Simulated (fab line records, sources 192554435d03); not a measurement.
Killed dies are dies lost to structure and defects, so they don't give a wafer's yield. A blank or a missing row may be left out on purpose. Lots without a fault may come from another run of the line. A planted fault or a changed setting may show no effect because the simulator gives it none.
fab line records | flow n5_finfet
record lots=24 wafers=72 last_day=17
route steps=1938 shown BEOL_M14@1746 BEOL_M15@1786
lots that met no fault: from a run of the same line without faults
start_h: hours from the record's first day to the start of the lot's first wafer shown | wait_h: hours since the lot's step before | " the same as in the row above | L1.1+2: a row that stands for several wafers | - no value, or no start given | * or withheld: withheld | < > ~ a bound
route shown NAME@n: a module of which the file shows steps, and the number in the route of the first | usual: mean/standard deviation of fault-free wafers | same: alike in all rows | chamber/n: place in a boat | sites: the reading at each site | _std_site: their standard deviation | _edge_site: outer sites' mean less inner sites' | radius_mm: how far each site lies from the wafer's centre | mask NAME#n: copy n | behind: the tool/chamber that last shaped the wafer | hold: why the lot was held/for how many hours/how that ended | device: the transistor (n, p or np) that didn't switch | end of line: the same wafers' tests at the end of the route | a step without rows: its recipe alone | killed: dies lost to structure and defects at the first sort, not the wafer's yield | map: a wafer's dies, x killed, . not, _ none there
set.NAME: the setting as run; set.NAME@STEP: as run at that earlier step | model.NAME: the simulator's own value behind a step, which no gauge read
steps of the route over a sample of lots; a table a step, a row a wafer
services: from which hour (start_h, from the record's first day; less than 0 if before it) a tool's chamber was out of use, for how many hours, and why
## steps
# step N5_BEOL_M14_CD_MEAS_28
# recipe target_cd_nm=284.4 landing_energy_ev=500 detector=se_inlens
# usual cd_nm=285.2/1.9
# columns lot.wafer tool chamber start_h wait_h cd_nm
L074.2 cd_sem-02 0 236.40 - 286.0
L074.3 " 0 " " 281.6
L074.5 " 0 " " 288.2
L075.3 cd_sem-02 0 237.06 - 284.8
L075.4 " 0 " " 286.8
L075.6 " 0 " " 287.6
L076.3 cd_sem-02 0 260.88 - 286.0
L076.4 " 0 " " 285.4
L076.6 " 0 " " 286.0
L077.1 cd_sem-03 0 261.50 - 283.8
L077.3 " 0 " " 280.0
L077.4 " 0 " " 284.7
L078.1 cd_sem-01 0 264.91 - 281.3
L078.3 " 0 " " 286.9
L078.5 " 0 " " 285.0
L081.1 cd_sem-03 0 278.78 - 286.1
L081.2 " 0 " " 284.5
L081.3 " 0 " " 287.2
L079.1 cd_sem-03 0 282.31 - 288.8
L079.4 " 0 " " 285.5
L079.6 " 0 " " 284.5
L080.1 cd_sem-03 0 287.09 - 282.8
L080.2 " 0 " " 284.0
L080.4 " 0 " " 283.5
L082.2 cd_sem-02 0 293.96 - 282.0
L082.4 " 0 " " 286.8
L082.6 " 0 " " 283.5
L083.3 cd_sem-03 0 310.46 - 285.2
L083.5 " 0 " " 285.7
L083.6 " 0 " " 285.7
L084.3 cd_sem-02 0 315.07 - 284.2
L084.4 " 0 " " 282.1
L084.5 " 0 " " 284.9
L085.3 cd_sem-02 0 321.64 - 285.7
L085.5 " 0 " " 281.8
L085.6 " 0 " " 283.2
L086.2 cd_sem-03 0 322.70 - 287.4
L086.3 " 0 " " 283.6
L086.5 " 0 " " 288.2
L088.3 cd_sem-02 0 329.16 - 284.5
L088.4 " 0 " " 283.5
L088.6 " 0 " " 283.9
L087.2 cd_sem-01 0 334.52 - 286.2
L087.3 " 0 " " 287.0
L087.4 " 0 " " 287.2
L089.4 cd_sem-02 0 337.66 - 285.7
L089.5 " 0 " " 284.9
L089.6 " 0 " " 285.6
L091.1 cd_sem-01 0 343.76 - 283.4
L091.2 " 0 " " 284.1
L091.5 " 0 " " 286.8
L090.3 cd_sem-01 0 346.75 - 286.6
L090.4 " 0 " " 286.5
L090.5 " 0 " " 286.0
L093.1 cd_sem-01 0 365.15 - 287.5
L093.2 " 0 " " 284.0
L093.3 " 0 " " 287.0
L092.1 cd_sem-03 0 368.31 - 284.0
L092.2 " 0 " " 282.5
L092.3 " 0 " " 283.6
L095.1 cd_sem-02 0 370.79 - 285.2
L095.2 " 0 " " 288.3
L095.3 " 0 " " 288.2
L094.2 cd_sem-03 0 372.33 - 284.7
L094.4 " 0 " " 283.4
L094.5 " 0 " " 281.6
L097.1 cd_sem-02 0 373.75 - 283.0
L097.3 " 0 " " 285.1
L097.6 " 0 " " 287.2
L096.2 cd_sem-01 0 377.13 - 287.0
L096.3 " 0 " " 286.9
L096.4 " 0 " " 287.6
# step N5_BEOL_M14_INSPECT_30
# recipe mode=adi inspect_instrument=macro
# usual raw_defect_count=2.1/1.4
# columns lot.wafer tool chamber start_h wait_h raw_defect_count
L074.2 defect_inspect-02 - 236.45 0.0 1
L074.3 " - " " 2
L074.5 " - " " 3
L075.3 defect_inspect-02 - 237.12 0.0 3
L075.4 " - " " 2
L075.6 " - " " 2
L076.3 defect_inspect-02 - 260.93 0.0 2
L076.4 " - " " 2
L076.6 " - " " 2
L077.1 defect_inspect-02 - 261.55 0.0 3
L077.3 " - " " 4
L077.4 " - " " 4
L078.1 defect_inspect-01 - 264.96 0.0 3
L078.3 " - " " 3
L078.5 " - " " 2
L081.1 defect_inspect-01 - 278.83 0.0 3
L081.2 " - " " 0
L081.3 " - " " 5
L079.1 defect_inspect-01 - 282.37 0.0 2
L079.4 " - " " 2
L079.6 " - " " 2
L080.1 defect_inspect-01 - 287.14 0.0 1
L080.2 " - " " 1
L080.4 " - " " 1
L082.2 defect_inspect-01 - 294.02 0.0 1
L082.4 " - " " 0
L082.6 " - " " 2
L083.3 defect_inspect-01 - 310.51 0.0 2
L083.5 " - " " 1
L083.6 " - " " 0
L084.3 defect_inspect-01 - 315.12 0.0 1
L084.4 " - " " 1
L084.5 " - " " 2
L085.3 defect_inspect-01 - 321.70 0.0 4
L085.5 " - " " 0
L085.6 " - " " 1
L086.2 defect_inspect-01 - 322.76 0.0 4
L086.3 " - " " 1
L086.5 " - " " 2
L088.3 defect_inspect-01 - 329.22 0.0 2
L088.4 " - " " 6
L088.6 " - " " 1
L087.2 defect_inspect-01 - 334.57 0.0 1
L087.3 " - " " 4
L087.4 " - " " 2
L089.4 defect_inspect-01 - 337.71 0.0 2
L089.5 " - " " 2
L089.6 " - " " 1
L091.1 defect_inspect-02 - 343.82 0.0 1
L091.2 " - " " 2
L091.5 " - " " 1
L090.3 defect_inspect-02 - 346.80 0.0 4
L090.4 " - " " 2
L090.5 " - " " 2
L093.1 defect_inspect-01 - 365.20 0.0 3
L093.2 " - " " 3
L093.3 " - " " 1
L092.1 defect_inspect-02 - 368.36 0.0 2
L092.2 " - " " 1
L092.3 " - " " 1
L095.1 defect_inspect-02 - 370.85 0.0 1
L095.2 " - " " 4
L095.3 " - " " 1
L094.2 defect_inspect-01 - 372.38 0.0 3
L094.4 " - " " 3
L094.5 " - " " 3
L097.1 defect_inspect-02 - 373.81 0.0 1
L097.3 " - " " 4
L097.6 " - " " 0
L096.2 defect_inspect-01 - 377.18 0.0 3
L096.3 " - " " 5
L096.4 " - " " 3
# step N5_BEOL_M14_TRENCH_ETCH_34
# recipe chemistry=C4F8/O2/Ar target=SiO2 target_depth_a=5566.5 mask_material=SOC he_inner_torr=15 he_outer_torr=30 time_s=126.9 ion_energy_ev=800 pressure_mtorr=20 source_w=1905 bias_w=2040 Ar_flow_sccm=400 C4F8_flow_sccm=16 O2_flow_sccm=12
# usual drypump_motor_current_A=5.8/0.52 oes_ar_750_au=0.78/0.044 oes_product_au=0.78/0.046 rf_vpp_V=2233/34 showerhead_plenum_p_Torr=3.45/0.11 throttle_valve_pct=31.13/0.26
# columns lot.wafer tool chamber start_h wait_h drypump_motor_current_A oes_ar_750_au oes_product_au rf_hours_counter_h rf_vpp_V showerhead_plenum_p_Torr throttle_valve_pct
L074.2 rie_diel-01 0 236.94 0.0 5.2 0.81 0.80 104 2249 3.48 30.82
L074.3 " 3 " " 5.6 0.78 0.77 116 2244 3.45 31.31
L074.5 " 1 " " 6.0 0.84 0.84 - 2179 3.35 31.50
L075.3 rie_diel-06 2 237.60 0.0 5.1 0.71 0.71 185 2191 3.27 30.89
L075.4 " 3 " " 6.8 0.85 0.87 62 2245 3.61 30.88
L075.6 " 3 " " 6.8 0.85 0.86 - 2246 3.61 30.89
L076.3 rie_diel-03 3 261.54 0.0 5.3 0.82 0.83 91 2274 3.63 31.38
L076.4 " 1 " " 6.6 0.77 0.76 142 2185 3.43 31.47
L076.6 " 0 " " 5.6 0.86 0.85 - 2242 3.50 31.00
L077.1 rie_diel-06 1 262.51 0.0 5.7 0.85 0.85 83 2211 3.49 31.01
L077.3 " 0 " " 6.4 0.81 0.82 78 2216 3.62 30.53
L077.4 " 2 " " 5.1 0.71 0.70 194 2191 3.27 30.91
L078.1 rie_diel-03 2 265.72 0.0 5.7 0.75 0.74 188 2264 3.32 31.12
L078.3 " 3 " " 5.3 0.83 0.83 93 2275 3.63 31.37
L078.5 " 1 " " 6.5 0.76 0.76 - 2185 3.43 31.46
L081.1 rie_diel-03 0 279.32 0.0 5.5 0.84 0.84 48 2242 3.50 30.98
L081.2 " 3 " " 5.3 0.82 0.82 98 2272 3.63 31.38
L081.3 " 2 " " 5.8 0.75 0.74 192 2265 3.32 31.13
L079.1 rie_diel-03 2 282.86 0.0 5.8 0.75 0.75 194 2263 3.32 31.15
L079.4 " 2 " " 5.8 0.75 0.75 - 2265 3.32 31.14
L079.6 " 3 " " 5.3 0.81 0.83 - 2274 3.63 31.38
L080.1 rie_diel-03 0 287.71 0.0 5.6 0.85 0.83 51 2243 3.50 30.99
L080.2 " 3 " " 5.3 0.81 0.82 101 2273 3.63 31.39
L080.4 " 1 " " 6.6 0.76 0.76 149 2185 3.43 31.48
L082.2 rie_diel-03 1 294.51 0.0 6.5 0.76 0.74 152 2185 3.43 31.45
L082.4 " 2 " " 5.8 0.74 0.73 198 2265 3.31 31.13
L082.6 " 0 " " 5.5 0.84 0.82 - 2240 3.50 30.98
L083.3 rie_diel-06 1 311.00 0.0 5.7 0.83 0.84 99 2210 3.48 31.05
L083.5 " 1 " " 5.7 0.84 0.84 - 2210 3.48 31.05
L083.6 " 2 " " 5.1 0.70 0.69 - 2190 3.26 30.92
L084.3 rie_diel-01 0 315.81 0.0 5.2 0.78 0.78 130 2248 3.47 30.85
L084.4 " 1 " " 6.0 0.81 0.82 120 2178 3.34 31.53
L084.5 " 1 " " 6.0 0.81 0.81 - 2179 3.34 31.53
L085.3 rie_diel-03 0 322.18 0.0 5.6 0.82 0.82 63 2240 3.49 30.99
L085.5 " 2 " " 5.7 0.73 0.73 - 2264 3.31 31.14
L085.6 " 1 " " 6.6 0.75 0.75 - 2185 3.43 31.48
L086.2 rie_diel-01 0 323.95 0.0 5.2 0.79 0.77 133 2247 3.47 30.85
L086.3 " 1 " " 6.0 0.81 0.80 124 2179 3.33 31.53
L086.5 " 1 " " 6.0 0.81 0.80 - 2178 3.33 31.53
L088.3 rie_diel-01 1 329.70 0.0 6.0 0.80 0.80 126 2179 3.33 31.52
L088.4 " 2 " " 6.3 0.79 0.79 89 2286 3.47 31.16
L088.6 " 3 " " 5.5 0.75 0.75 - 2240 3.44 31.35
L087.2 rie_diel-06 0 335.29 0.0 6.4 0.78 0.80 101 2215 3.61 30.58
L087.3 " 1 " " 5.7 0.83 0.83 108 2210 3.47 31.06
L087.4 " 3 " " 6.8 0.81 0.82 97 2245 3.59 30.92
L089.4 rie_diel-03 1 338.26 0.0 6.6 0.75 0.74 167 2185 3.42 31.48
L089.5 " 1 " " 6.6 0.74 0.75 - 2186 3.42 31.47
L089.6 " 2 " " 5.8 0.74 0.73 - 2263 3.31 31.16
L091.1 rie_diel-01 0 344.31 0.0 5.2 0.78 0.77 142 2248 3.46 30.83
L091.2 " 3 " " 5.5 0.74 0.73 154 2242 3.43 31.35
L091.5 " 2 " " 6.3 0.78 0.77 - 2287 3.47 31.15
L090.3 rie_diel-01 3 347.46 0.0 5.6 0.74 0.75 156 2242 3.43 31.37
L090.4 " 0 " " 5.2 0.77 0.77 143 2246 3.46 30.86
L090.5 " 0 " " 5.3 0.77 0.76 - 2245 3.46 30.85
L093.1 rie_diel-06 3 365.69 0.0 6.8 0.81 0.80 108 2244 3.58 30.92
L093.2 " 0 " " 6.4 0.78 0.78 113 2213 3.60 30.59
L093.3 " 1 " " 5.7 0.81 0.82 120 2210 3.47 31.08
L092.1 rie_diel-06 0 368.85 0.0 6.4 0.78 0.78 114 2214 3.60 30.60
L092.2 " 1 " " 5.7 0.82 0.82 121 2210 3.46 31.09
L092.3 " 2 " " 5.1 0.68 0.67 233 2189 3.25 30.94
L095.1 rie_diel-01 0 371.33 0.0 5.2 0.77 0.76 152 2247 3.46 30.87
L095.2 " 2 " " 6.3 0.77 0.76 106 2286 3.46 31.15
L095.3 " 1 " " 6.0 0.79 0.80 141 2177 3.33 31.56
L094.2 rie_diel-03 3 372.87 0.0 5.3 0.79 0.79 125 2272 3.61 31.40
L094.4 " 1 " " 6.5 0.74 0.73 180 2183 3.42 31.48
L094.5 " 2 " " 5.8 0.72 0.71 - 2262 3.30 31.16
L097.1 rie_diel-03 3 374.30 0.0 5.3 0.79 0.80 126 2271 3.61 31.40
L097.3 " 0 " " 5.5 0.81 0.80 82 2240 3.48 31.04
L097.6 " 3 " " 5.3 0.80 0.80 - 2272 3.61 31.40
L096.2 rie_diel-06 3 377.67 0.0 6.8 0.80 0.80 112 2243 3.58 30.91
L096.3 " 1 " " 5.7 0.82 0.81 125 2209 3.46 31.07
L096.4 " 2 " " 5.1 0.68 0.68 - 2188 3.24 30.94
# step N5_BEOL_M14_STRIP_37
# recipe chemistry=O2 power_w=600 temp_c=60 pressure_mtorr=30 rf_frequency_hz=6e+07 bias_power_w=0 overash_fraction=0.3 o2_flow_sccm=225
# usual drypump_motor_current_A=5.9/0.51 oes_product_au=0.78/0.043 rf_vpp_V=3.7/1.1 showerhead_plenum_p_Torr=2.10/0.068 throttle_valve_pct=16.77/0.25
# columns lot.wafer tool chamber start_h wait_h drypump_motor_current_A oes_product_au rf_hours_counter_h rf_vpp_V showerhead_plenum_p_Torr throttle_valve_pct
L074.2 rie_diel-06 3 238.62 1.5 6.8 0.85 63 4.4 2.21 16.58
L074.3 " 2 " " 5.1 0.70 185 2.5 2.00 16.92
L074.5 " 0 " " 6.4 0.83 - 2.6 2.20 16.20
L075.3 rie_diel-01 1 242.93 5.2 6.0 0.84 97 4.8 2.04 17.05
L075.4 " 2 " " 6.3 0.85 59 3.2 2.11 16.67
L075.6 " 1 " " 6.0 0.84 - 4.3 2.04 17.10
L076.3 rie_diel-03 2 261.93 0.2 5.7 0.74 186 3.9 2.00 16.75
L076.4 " 0 " " 5.5 0.84 42 6.2 2.13 16.55
L076.6 " 2 " " 5.7 0.76 - 3.8 2.00 16.76
L077.1 rie_diel-03 0 262.71 0.0 5.5 0.87 42 4.4 2.13 16.55
L077.3 " 1 " " 6.6 0.75 143 4.2 2.10 17.09
L077.4 " 2 " " 5.8 0.74 186 1.7 2.00 16.77
L078.1 rie_diel-01 2 268.34 2.5 6.3 0.85 66 2.6 2.10 16.70
L078.3 " 3 " " 5.5 0.77 126 4.3 2.09 16.83
L078.5 " 2 " " 6.3 0.84 - 3.7 2.10 16.70
L081.1 rie_diel-06 0 283.15 3.7 6.4 0.81 83 1.7 2.20 16.22
L081.2 " 1 " " 5.7 0.84 89 5.1 2.14 16.76
L081.3 " 3 " " 6.8 0.83 78 4.9 2.20 16.60
L079.1 rie_diel-01 2 283.38 0.4 6.3 0.83 71 3.3 2.10 16.71
L079.4 " 1 " " 6.0 0.80 109 2.3 2.03 17.11
L079.6 " 2 " " 6.3 0.82 - 4.2 2.10 16.68
L080.1 rie_diel-01 0 289.07 1.2 5.3 0.77 122 3.9 2.11 16.45
L080.2 " 3 " " 5.5 0.77 134 2.7 2.09 16.89
L080.4 " 1 " " 6.0 0.81 112 5.4 2.03 17.14
L082.2 rie_diel-03 0 294.74 0.1 5.5 0.84 54 4.2 2.13 16.57
L082.4 " 3 " " 5.3 0.81 104 4.2 2.21 16.80
L082.6 " 1 " " 6.6 0.76 - 3.7 2.09 17.09
L083.3 rie_diel-03 0 311.87 0.7 5.5 0.85 60 3.7 2.12 16.56
L083.5 " 3 " " 5.3 0.82 - 4.6 2.20 16.82
L083.6 " 2 " " 5.7 0.74 - 2.5 1.99 16.76
L084.3 rie_diel-03 1 317.17 1.2 6.5 0.76 159 3.2 2.09 17.09
L084.4 " 0 " " 5.6 0.84 62 3.5 2.12 16.58
L084.5 " 0 " " 5.6 0.83 - 3.0 2.12 16.62
L085.3 rie_diel-03 1 324.51 2.2 6.6 0.74 162 2.0 2.09 17.11
L085.5 " 0 " " 5.5 0.85 - 3.8 2.12 16.59
L085.6 " 1 " " 6.6 0.74 - 4.5 2.09 17.14
L086.2 rie_diel-06 3 324.71 0.6 6.8 0.82 92 3.2 2.20 16.64
L086.3 " 2 " " 5.1 0.68 216 4.1 1.99 17.00
L086.5 " 2 " " 5.1 0.68 - 4.0 1.99 16.94
L088.3 rie_diel-01 2 330.38 0.5 6.3 0.78 89 3.4 2.10 16.73
L088.4 " 3 " " 5.6 0.76 148 2.9 2.08 16.93
L088.6 " 1 " " 6.0 0.80 - 4.4 2.03 17.15
L087.2 rie_diel-06 1 335.93 0.5 5.7 0.81 108 3.0 2.13 16.79
L087.3 " 3 " " 6.8 0.82 97 4.9 2.19 16.69
L087.4 " 0 " " 6.4 0.80 101 2.5 2.19 16.26
L089.4 rie_diel-01 2 339.09 0.7 6.3 0.80 93 3.0 2.09 16.74
L089.5 " 0 " " 5.2 0.77 - 4.2 2.10 16.50
L089.6 " 3 " " 5.5 0.74 - 3.5 2.08 16.89
L091.1 rie_diel-01 1 344.53 0.1 6.0 0.77 133 1.7 2.03 17.18
L091.2 " 2 " " 6.3 0.81 95 3.7 2.09 16.71
L091.5 " 1 " " 6.0 0.79 - 3.5 2.03 17.16
L090.3 rie_diel-01 2 347.84 0.2 6.3 0.80 97 4.1 2.09 16.70
L090.4 " 1 " " 6.0 0.80 134 4.0 2.03 17.16
L090.5 " 0 " " 5.2 0.77 - 3.9 2.10 16.56
L093.1 rie_diel-06 1 367.36 1.5 5.7 0.79 121 2.4 2.13 16.80
L093.2 " 2 " " 5.1 0.68 232 6.0 1.99 17.00
L093.3 " 3 " " 6.8 0.80 108 3.5 2.19 16.66
L092.1 rie_diel-03 2 369.93 0.9 5.7 0.72 224 5.3 1.99 16.80
L092.2 " 3 " " 5.3 0.80 124 5.2 2.20 16.87
L092.3 " 1 " " 6.6 0.75 179 2.7 2.08 17.15
L095.1 rie_diel-03 3 374.83 3.3 5.2 0.80 126 4.2 2.20 16.82
L095.2 " 0 " " 5.6 0.82 82 3.2 2.12 16.63
L095.3 " 1 " " 6.6 0.74 181 3.2 2.08 17.13
L094.2 rie_diel-06 3 375.24 2.2 6.8 0.80 111 3.1 2.19 16.66
L094.4 " 2 " " 5.1 0.67 236 3.9 1.99 17.01
L094.5 " 1 " " 5.7 0.79 - 3.7 2.12 16.82
L097.1 rie_diel-01 1 375.29 0.8 6.0 0.77 142 2.6 2.02 17.17
L097.3 " 0 " " 5.2 0.76 153 3.8 2.10 16.51
L097.6 " 3 " " 5.5 0.75 - 2.2 2.08 16.93
L096.2 rie_diel-03 1 378.35 0.5 6.5 0.73 181 2.8 2.08 17.12
L096.3 " 0 " " 5.6 0.82 83 4.0 2.12 16.63
L096.4 " 3 " " 5.3 0.80 127 4.7 2.20 16.82
# step N5_BEOL_M14_SPUTTER_44
# recipe material=Ta target_thk_a=150 temp_c=50 bias_v=80 power_w=15000 chamber_pressure_pa=0.07 time_s=24.19
# usual susceptor_temp_C=49.99/0.11 throttle_valve_pct=30.0/1.1
# columns lot.wafer tool chamber start_h wait_h susceptor_temp_C throttle_valve_pct
L074.2 pvd_sputter-02 - 241.23 0.0 50.04 28.1
L074.3 " - " " 49.95 28.4
L074.5 " - " " 50.07 28.8
L075.3 pvd_sputter-02 - 243.73 0.0 49.84 29.6
L075.4 " - " " 50.00 28.1
L075.6 " - " " 50.24 27.9
L076.3 pvd_sputter-03 - 262.77 0.0 49.98 29.5
L076.4 " - " " 50.13 29.9
L076.6 " - " " 49.94 29.7
L077.1 pvd_sputter-03 - 263.13 0.0 49.93 29.3
L077.3 " - " " 50.22 29.8
L077.4 " - " " 50.07 30.4
L078.1 pvd_sputter-01 - 269.24 0.0 49.94 31.8
L078.3 " - " " 49.83 30.6
L078.5 " - " " 49.81 32.1
L081.1 pvd_sputter-02 - 283.77 0.0 50.08 28.8
L081.2 " - " " 49.83 29.4
L081.3 " - " " 49.97 29.7
L079.1 pvd_sputter-02 - 284.13 0.0 50.11 30.0
L079.4 " - " " 50.02 28.4
L079.6 " - " " 50.05 29.7
L080.1 pvd_sputter-03 - 290.71 0.0 50.05 30.1
L080.2 " - " " 50.16 30.3
L080.4 " - " " 50.06 30.6
L082.2 pvd_sputter-03 - 298.58 0.0 49.90 30.4
L082.4 " - " " 50.16 30.0
L082.6 " - " " 50.06 29.8
L083.3 pvd_sputter-01 - 312.51 0.0 50.31 31.8
L083.5 " - " " 50.24 30.8
L083.6 " - " " 49.94 31.7
L084.3 pvd_sputter-01 - 318.06 0.0 49.94 30.7
L084.4 " - " " 50.05 31.9
L084.5 " - " " 50.06 31.9
L085.3 pvd_sputter-02 - 325.20 0.0 50.08 28.0
L085.5 " - " " 50.03 29.0
L085.6 " - " " 49.88 28.6
L086.2 pvd_sputter-03 - 325.24 0.0 49.95 30.2
L086.3 " - " " 50.02 29.7
L086.5 " - " " 50.03 29.7
L088.3 pvd_sputter-01 - 331.17 0.0 50.09 32.1
L088.4 " - " " 50.00 30.6
L088.6 " - " " 49.99 31.7
L087.2 pvd_sputter-03 - 336.53 0.0 49.91 30.6
L087.3 " - " " 49.86 29.7
L087.4 " - " " 49.83 30.5
L089.4 pvd_sputter-03 - 339.73 0.0 50.08 29.4
L089.5 " - " " 49.93 30.2
L089.6 " - " " 50.02 30.0
L091.1 pvd_sputter-02 - 344.95 0.0 49.90 29.1
L091.2 " - " " 50.00 28.4
L091.5 " - " " 49.96 28.5
L090.3 pvd_sputter-02 - 348.94 0.0 50.10 29.1
L090.4 " - " " 49.74 28.5
L090.5 " - " " 49.96 30.0
L093.1 pvd_sputter-02 - 368.38 0.0 49.99 29.0
L093.2 " - " " 50.07 28.5
L093.3 " - " " 49.95 28.2
L092.1 pvd_sputter-03 - 370.54 0.0 49.89 30.4
L092.2 " - " " 49.74 30.7
L092.3 " - " " 49.82 29.9
L095.1 pvd_sputter-03 - 375.52 0.0 50.03 30.5
L095.2 " - " " 49.94 29.7
L095.3 " - " " 50.08 29.9
L094.2 pvd_sputter-03 - 375.84 0.0 49.95 30.4
L094.4 " - " " 50.06 29.8
L094.5 " - " " 49.93 30.6
L097.1 pvd_sputter-02 - 375.89 0.0 49.97 28.6
L097.3 " - " " 49.91 29.3
L097.6 " - " " 49.88 28.3
L096.2 pvd_sputter-01 - 379.17 0.0 49.99 31.8
L096.3 " - " " 49.74 31.7
L096.4 " - " " 50.21 31.4
# step N5_BEOL_M15_DESCUM_15
# recipe chemistry=O2 time_s=7.9 source_power_w=50 bias_power_w=20 pressure_mtorr=20 rf_frequency_hz=2.712e+07 temp_c=40 o2_flow_sccm=225
# usual drypump_motor_current_A=5.7/0.44 oes_product_au=0.81/0.082 rf_vpp_V=243.2/1.3 showerhead_plenum_p_Torr=2.10/0.06 throttle_valve_pct=20.48/0.25
# columns lot.wafer tool chamber start_h wait_h drypump_motor_current_A oes_product_au rf_hours_counter_h rf_vpp_V showerhead_plenum_p_Torr throttle_valve_pct
L074.2 rie_diel-05 1 243.33 0.1 5.8 0.83 59 240.6 2.02 20.08
L074.3 " 0 " " 5.0 0.78 147 242.8 2.08 20.75
L074.5 " 0 " " 5.0 0.78 - 242.8 2.08 20.76
L075.3 rie_diel-04 3 246.75 0.1 5.4 0.87 51 244.9 2.14 20.38
L075.4 " 0 " " 5.4 0.75 149 241.4 2.02 20.48
L075.6 " 3 " " 5.4 0.88 - 242.9 2.14 20.40
L076.3 rie_diel-04 2 265.06 0.0 5.2 0.90 28 243.6 2.13 20.00
L076.4 " 0 " " 5.4 0.76 153 241.2 2.02 20.48
L076.6 " 2 " " 5.2 0.90 - 245.1 2.13 19.99
L077.1 rie_diel-05 2 265.36 0.1 5.9 0.77 127 242.6 2.11 20.54
L077.3 " 0 " " 5.0 0.76 153 241.9 2.08 20.78
L077.4 " 1 " " 5.9 0.82 66 241.4 2.01 20.09
L078.1 rie_diel-04 2 271.05 0.0 5.3 0.90 30 242.6 2.13 19.98
L078.3 " 3 " " 5.4 0.86 57 244.2 2.14 20.40
L078.5 " 2 " " 5.3 0.90 - 243.2 2.13 20.01
L081.1 rie_diel-04 3 286.21 0.0 5.4 0.85 60 243.5 2.14 20.40
L081.2 " 0 " " 5.4 0.75 159 241.5 2.01 20.50
L081.3 " 1 " " 6.4 0.84 74 242.3 2.11 20.51
L079.1 rie_diel-04 3 286.62 0.2 5.4 0.86 61 244.0 2.14 20.39
L079.4 " 2 " " 5.3 0.89 34 243.6 2.12 20.02
L079.6 " 3 " " 5.4 0.85 - 242.2 2.14 20.41
L080.1 rie_diel-04 0 292.70 0.0 5.4 0.74 161 241.9 2.01 20.49
L080.2 " 3 " " 5.4 0.86 63 244.2 2.14 20.40
L080.4 " 1 " " 6.4 0.83 75 244.1 2.11 20.53
L082.2 rie_diel-02 0 300.50 0.0 6.1 0.96 1 244.9 2.13 20.31
L082.4 " 1 " " 6.3 0.94 - 245.9 2.24 20.34
L082.6 " 0 " " 6.1 0.95 - 243.1 2.13 20.31
L083.3 rie_diel-05 2 314.62 0.0 5.9 0.76 141 243.4 2.10 20.56
L083.5 " 1 " " 5.9 0.81 - 243.3 2.01 20.13
L083.6 " 2 " " 5.9 0.76 - 243.1 2.10 20.57
L084.3 rie_diel-02 0 320.00 0.0 6.1 0.91 9 243.8 2.13 20.33
L084.4 " 2 " " 6.0 0.71 192 242.2 2.07 20.86
L084.5 " 1 " " 6.3 0.92 - 245.4 2.24 20.34
L085.3 rie_diel-02 3 327.25 0.2 5.7 0.98 3 243.2 2.05 20.50
L085.5 " 3 " " 5.7 0.99 - 240.8 2.05 20.51
L085.6 " 2 " " 5.9 0.70 - 241.3 2.07 20.87
L086.2 rie_diel-05 1 327.53 0.2 5.9 0.81 84 240.8 2.01 20.13
L086.3 " 3 " " 5.8 0.71 216 243.8 2.14 20.74
L086.5 " 0 " " 5.0 0.75 - 243.6 2.07 20.80
L088.3 rie_diel-04 0 333.11 0.0 5.4 0.74 174 242.7 2.01 20.52
L088.4 " 3 " " 5.4 0.84 77 244.0 2.13 20.42
L088.6 " 0 " " 5.4 0.74 - 241.2 2.01 20.51
L087.2 rie_diel-02 3 338.34 0.0 5.6 0.98 7 241.9 2.05 20.51
L087.3 " 1 " " 6.3 0.93 23 245.9 2.24 20.36
L087.4 " 2 " " 5.9 0.71 197 243.4 2.07 20.87
L089.4 rie_diel-02 2 341.79 0.2 6.0 0.71 199 241.7 2.07 20.87
L089.5 " 1 " " 6.3 0.92 - 245.6 2.23 20.37
L089.6 " 2 " " 5.9 0.71 - 243.5 2.07 20.86
L091.1 rie_diel-05 0 347.35 0.3 5.0 0.75 178 243.6 2.07 20.82
L091.2 " 3 " " 5.8 0.71 223 243.8 2.14 20.75
L091.5 " 1 " " 5.8 0.79 - 241.6 2.01 20.12
L090.3 rie_diel-05 2 351.06 0.0 5.9 0.74 154 242.8 2.10 20.59
L090.4 " 0 " " 5.0 0.74 180 245.0 2.07 20.81
L090.5 " 0 " " 5.0 0.74 - 241.8 2.07 20.81
L093.1 rie_diel-05 0 370.49 0.0 5.0 0.74 185 241.4 2.06 20.82
L093.2 " 2 " " 6.0 0.74 160 241.1 2.09 20.59
L093.3 " 3 " " 5.8 0.70 229 243.6 2.13 20.75
L092.1 rie_diel-04 3 373.14 0.0 5.4 0.83 89 242.4 2.13 20.44
L092.2 " 2 " " 5.3 0.85 62 244.8 2.11 20.08
L092.3 " 0 " " 5.4 0.74 186 241.7 2.00 20.53
L095.1 rie_diel-04 2 377.41 0.0 5.3 0.86 63 242.9 2.11 20.05
L095.2 " 3 " " 5.4 0.83 90 243.0 2.13 20.44
L095.3 " 1 " " 6.4 0.81 101 242.9 2.10 20.55
L094.2 rie_diel-05 3 377.66 0.0 5.8 0.69 232 242.5 2.13 20.77
L094.4 " 1 " " 5.8 0.79 101 241.7 2.00 20.14
L094.5 " 3 " " 5.8 0.70 - 244.6 2.13 20.75
L097.1 rie_diel-02 2 377.83 0.0 5.9 0.69 211 242.8 2.07 20.90
L097.3 " 3 " " 5.7 0.93 20 242.9 2.05 20.54
L097.6 " 0 " " 6.1 0.87 - 243.4 2.12 20.36
L096.2 rie_diel-02 3 381.00 0.0 5.7 0.93 21 243.5 2.05 20.53
L096.3 " 1 " " 6.3 0.88 38 245.2 2.23 20.39
L096.4 " 0 " " 6.1 0.88 30 244.3 2.12 20.36
## services
# columns tool chamber start_h hours kind
rie_diel-05 2 233.75 3.4 repair
rie_diel-02 1 255.03 - clean
rie_diel-02 1 255.03 - consumable_replace:focus_ring
rie_diel-02 1 255.03 - consumable_replace:showerhead
rie_diel-02 1 255.03 15.8 scheduled_down
rie_diel-02 1 255.03 15.8 vent_cycle
rie_diel-02 - 256.05 0.7 repair
rie_diel-02 0 260.26 18.6 repair
rie_diel-03 1 275.76 6.8 repair
rie_diel-02 0 278.93 - clean
rie_diel-02 0 278.93 - consumable_replace:focus_ring
rie_diel-02 0 278.93 18.1 scheduled_down
rie_diel-02 0 278.93 18.1 vent_cycle
rie_diel-02 3 297.04 - clean
rie_diel-02 3 297.04 - consumable_replace:focus_ring
rie_diel-02 3 297.04 21.5 scheduled_down
rie_diel-02 3 297.04 21.5 vent_cycle
rie_diel-04 1 309.85 1.3 repair
rie_diel-06 - 314.19 0.5 repair
rie_diel-03 - 329.47 4.0 pm
rie_diel-01 1 365.34 4.0 repair
rie_diel-06 0 377.23 6.7 repair
## key
fault none
